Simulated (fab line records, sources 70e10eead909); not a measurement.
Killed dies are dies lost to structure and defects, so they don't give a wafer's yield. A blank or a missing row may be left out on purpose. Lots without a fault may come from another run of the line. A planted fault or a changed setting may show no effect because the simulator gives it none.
fab line records | flow nand_harc
record lots=6 wafers=18 last_day=31
route steps=1302 shown THIN_TSV@1282
lots that met no fault: from a run of the same line without faults
start_h: hours from the record's first day to the start of the lot's first wafer shown | wait_h: hours since the lot's step before | " the same as in the row above | L1.1+2: a row that stands for several wafers | - no value, or no start given | * or withheld: withheld | < > ~ a bound
route shown NAME@n: a module of which the file shows steps, and the number in the route of the first | usual: mean/standard deviation of fault-free wafers | same: alike in all rows | chamber/n: place in a boat | sites: the reading at each site | _std_site: their standard deviation | _edge_site: outer sites' mean less inner sites' | radius_mm: how far each site lies from the wafer's centre | mask NAME#n: copy n | behind: the tool/chamber that last shaped the wafer | hold: why the lot was held/for how many hours/how that ended | device: the transistor (n, p or np) that didn't switch | end of line: the same wafers' tests at the end of the route | a step without rows: its recipe alone | killed: dies lost to structure and defects at the first sort, not the wafer's yield | map: a wafer's dies, x killed, . not, _ none there
set.NAME: the setting as run; set.NAME@STEP: as run at that earlier step | model.NAME: the simulator's own value behind a step, which no gauge read
lots at some steps of the route; a table a step, a row a wafer
services: from which hour (start_h, from the record's first day; less than 0 if before it) a tool's chamber was out of use, for how many hours, and why
## steps
# step NHARC_THIN_TSV_PVD_24
# recipe target_thk_a=8000 power_w=withheld chamber_pressure_pa=withheld substrate_temp_c=withheld time_s=withheld gas=Ar material=Al
# step NHARC_THIN_TSV_DEHYDRATE_25
# recipe temp_c=150 time_s=120
# step NHARC_THIN_TSV_HMDS_26
# recipe time_s=30
# step NHARC_THIN_TSV_COAT_27
# recipe spin_rpm=*
# step NHARC_THIN_TSV_SOFTBAKE_28
# recipe temp_c=122 time_s=95
# step NHARC_THIN_TSV_EBR_29
# step NHARC_THIN_TSV_EXPOSE_30
# recipe na=0.55 dose_mj=11.47 mask_id=PAD
# step NHARC_THIN_TSV_PEB_31
# recipe peb_temp_c=118 peb_time_s=85
# step NHARC_THIN_TSV_DEVELOP_32
# recipe time_s=70
# step NHARC_THIN_TSV_CD_MEAS_33
# recipe target_cd_nm=5000 landing_energy_ev=500
# usual cd_nm=5000.2/2.2
# same landing_energy_ev=500
# columns lot.wafer tool chamber start_h wait_h cd_nm
L710.1 cd_sem-03 0 584.50 - 5000.4
L710.4 " 0 " " 5000.6
L710.6 " 0 " " 5006.1
L713.2 cd_sem-03 0 623.15 - 4996.5
L713.3 " 0 " " 4999.1
L713.5 " 0 " " 4996.1
L714.3 cd_sem-02 0 624.51 - 4999.2
L714.4 " 0 " " 5002.8
L714.6 " 0 " " 5000.7
L725.2 cd_sem-03 0 723.04 - 4998.4
L725.5 " 0 " " 5001.0
L725.6 " 0 " " 4997.8
L724.3 cd_sem-01 0 734.18 - 4996.6
L724.4 " 0 " " 5002.6
L724.6 " 0 " " 5000.8
L726.3 cd_sem-02 0 743.17 - 4996.9
L726.4 " 0 " " 5001.5
L726.5 " 0 " " 4999.1
# step NHARC_THIN_TSV_HARDBAKE_34
# recipe temp_c=125 time_s=80
# step NHARC_THIN_TSV_DESCUM_35
# recipe time_s=3 o2_flow_sccm=200 ar_flow_sccm=0 bias_power_w=0 chemistry=O2
# usual chamber_pressure_mTorr=60.00/0.048 drypump_motor_current_A=5.9/0.54 oes_product_au=1.001/0.012 rf_vpp_V=57.8/0.96 showerhead_plenum_p_Torr=1.89/0.072 throttle_valve_pct=11.310/0.0087
# columns lot.wafer tool chamber start_h wait_h chamber_pressure_mTorr drypump_motor_current_A oes_product_au rf_hours_counter_h rf_vpp_V showerhead_plenum_p_Torr throttle_valve_pct
L710.1 rie_diel-04 0 584.67 - 60.01 6.0 1.012 3.0 59.0 1.78 11.318
L710.4 " 1 " " 60.04 6.4 1.000 3.8 56.8 2.01 11.313
L710.6 " 0 " " 59.86 6.0 1.011 - 57.5 1.78 11.328
L713.2 rie_diel-04 0 623.32 - 60.02 6.0 1.007 5.5 56.7 1.78 11.322
L713.3 " 2 " " 59.94 6.1 1.007 5.6 58.1 1.88 11.303
L713.5 " 0 " " 59.94 6.0 1.018 - 57.7 1.78 11.317
L714.3 rie_diel-09 1 624.70 - 60.04 5.4 1.011 5.7 57.8 1.94 11.306
L714.6 " 3 " " 59.98 5.5 0.992 - 58.7 1.88 11.303
L714.4 " 1 " " 60.06 5.4 1.014 - 59.0 1.94 11.321
L725.2 rie_diel-09 1 723.23 - 60.03 5.4 0.987 2.2 57.7 1.93 11.306
L725.6 " 2 " " 60.03 4.9 1.005 - 58.2 1.91 11.328
L725.5 " 1 " " 59.94 5.4 0.988 - 59.1 1.94 11.300
L724.3 rie_diel-09 3 734.34 - 59.95 5.5 0.980 2.8 57.7 1.88 11.316
L724.6 " 3 " " 59.99 5.5 0.970 - 56.6 1.88 11.305
L724.4 " 2 " " 60.02 4.9 0.985 - 58.9 1.91 11.309
L726.4 rie_diel-04 2 743.35 - 60.03 6.0 1.010 1.6 57.0 1.88 11.316
L726.3 " 3 " " 60.06 6.5 0.990 1.9 57.0 1.88 11.311
L726.5 " 0 " " 60.01 6.0 0.993 - 58.2 1.78 11.297
# step NHARC_THIN_TSV_ETCH_59
# recipe target_depth_a=8800 icp_w=900 bias_w=100 Cl2_flow_sccm=60 bcl3_flow_sccm=30 time_s=138.1 chemistry=Cl2/BCl3
# usual chamber_pressure_mTorr=10.000/0.0092 drypump_motor_current_A=5.9/0.44 oes_product_au=1.004/0.014 run_length_s=159.4/0.41 throttle_valve_pct=22.264/0.0087
# columns lot.wafer tool chamber start_h wait_h chamber_pressure_mTorr drypump_motor_current_A oes_product_au rf_hours_counter_h run_length_s throttle_valve_pct
L710.1 rie_metal-01 0 584.84 0.1 10.004 5.1 1.008 0.0 159.6 22.263
L710.4 " 0 " " 9.996 5.1 1.006 - 159.7 22.271
L710.6 " 0 " " 10.013 5.1 1.008 - 159.3 22.281
L713.2 rie_metal-03 1 623.43 0.1 9.997 6.1 0.991 1.5 159.3 22.273
L713.3 " 0 " " 10.003 5.8 1.013 - 158.8 22.270
L713.5 " 1 " " 10.003 6.1 0.992 - 146.5 22.275
L714.3 rie_metal-03 1 624.89 0.2 10.003 6.1 0.989 - 159.4 22.264
L714.4 " 0 " " 9.993 5.8 1.011 - 145.8 22.264
L714.6 " 0 " " 9.999 5.8 1.006 - 158.6 22.270
L725.2 rie_metal-03 0 723.35 0.1 9.998 5.8 1.007 0.3 158.6 22.272
L725.6 " 0 " " 9.999 5.8 1.001 - 159.3 22.265
L725.5 " 1 " " 9.981 6.1 0.990 - 159.3 22.282
L724.4 rie_metal-01 0 734.56 0.1 9.993 5.1 1.008 - 159.9 22.275
L724.3 " 1 " " 9.988 6.3 1.010 - 159.5 22.267
L724.6 " 0 " " 10.004 5.1 1.007 - 159.8 22.267
L726.4 rie_metal-02 1 743.52 0.2 10.005 5.5 1.019 - 160.0 22.268
L726.3 " 0 " " 9.995 6.4 1.029 - 159.8 22.256
L726.5 " 1 " " 9.992 5.5 0.998 - 159.7 22.259
# step NHARC_THIN_TSV_ETCH_36
# recipe target_depth_a=650 over_etch_frac=0.3 time_s=18.571 ion_energy_ev=150 chemistry=Cl2/BCl3
# usual chamber_pressure_mTorr=10.000/0.0093 drypump_motor_current_A=5.9/0.44 oes_product_au=1.004/0.015 run_length_s=39.8/0.42
# columns lot.wafer tool chamber start_h wait_h chamber_pressure_mTorr drypump_motor_current_A oes_product_au rf_hours_counter_h run_length_s
L710.1 rie_metal-01 0 585.07 0.2 10.005 5.1 1.013 0.2 39.8
L710.4 " 1 " " 10.021 6.4 1.004 - 39.9
L710.6 " 0 " " 9.987 5.1 1.003 - 40.4
L713.2 rie_metal-03 1 623.69 0.2 9.999 6.1 1.006 1.7 39.9
L713.3 " 0 " " 10.004 5.8 1.031 - 39.4
L713.5 " 1 " " 10.006 6.1 1.005 - 39.6
L714.4 rie_metal-03 0 625.09 0.1 9.992 5.8 1.010 - 39.5
L714.3 " 1 " " 9.992 6.1 0.993 - 40.3
L714.6 " 0 " " 9.996 5.8 1.019 - 39.3
L725.2 rie_metal-03 0 723.60 0.2 10.002 5.8 1.016 0.5 39.2
L725.5 " 0 " " 9.997 5.7 1.008 - 39.5
L725.6 " 1 " " 9.996 6.2 1.010 - 39.6
L724.3 rie_metal-01 0 734.76 0.1 9.999 5.1 0.991 - 40.0
L724.4 " 1 " " 9.982 6.4 1.001 - 40.3
L724.6 " 0 " " 10.010 5.1 0.991 - 40.1
L726.4 rie_metal-02 1 743.72 0.2 9.997 5.6 1.008 - 39.9
L726.3 " 0 " " 10.010 6.3 1.017 - 39.7
L726.5 " 0 " " 9.995 6.4 1.036 - 39.9
## services
# columns tool chamber start_h hours kind
rie_diel-04 0 565.60 - clean
rie_diel-04 1 565.60 - clean
rie_diel-04 2 565.60 - clean
rie_diel-04 3 565.60 - clean
rie_diel-04 2 569.69 3.6 repair
rie_metal-01 - 575.00 9.0 pm
rie_metal-01 0 575.00 9.0 vent_cycle
rie_metal-01 1 575.00 9.0 vent_cycle
rie_metal-01 0 584.00 - clean
rie_metal-01 1 584.00 - clean
rie_diel-09 - 613.93 0.1 repair
rie_diel-09 2 615.66 3.9 repair
rie_diel-09 0 621.43 15.2 repair
rie_metal-02 - 631.00 9.0 pm
rie_diel-09 1 648.29 4.8 repair
rie_diel-09 - 674.10 9.0 pm
rie_diel-04 2 694.33 12.6 repair
rie_metal-03 - 696.00 9.0 pm
rie_metal-03 0 696.00 9.0 vent_cycle
rie_metal-03 1 696.00 9.0 vent_cycle
rie_metal-03 0 705.00 - clean
rie_metal-03 1 705.00 - clean
rie_diel-04 - 708.90 9.0 pm
rie_diel-09 0 715.93 22.1 repair
## key
first_sign step=NHARC_THIN_TSV_ETCH_59 reading=run_length_s direction=down sigmas=33 usual=* struck=*
effect none on later readings
met_at NHARC_THIN_TSV_ETCH_59
struck_wafers L713.5,L714.4
later_rows_left_out L714.4
sort_left_out L713.5,L714.4
fault kind=process_parameter_drift tool=rie_metal-03 chamber=- onset_h=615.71 steps=NHARC_THIN_TSV_ETCH_59 channel=time_s offset=* shape=step end_h=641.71 scope=struck_wafers_only acts_in=* stated=*
# sort_left_out: the simulated sort isn't trusted on such a fault, so these wafers' sort isn't shown, and their yield isn't known
# later_rows_left_out: the simulator's readings of these wafers behind a module that went badly wrong aren't trusted and aren't shown, but for the sort
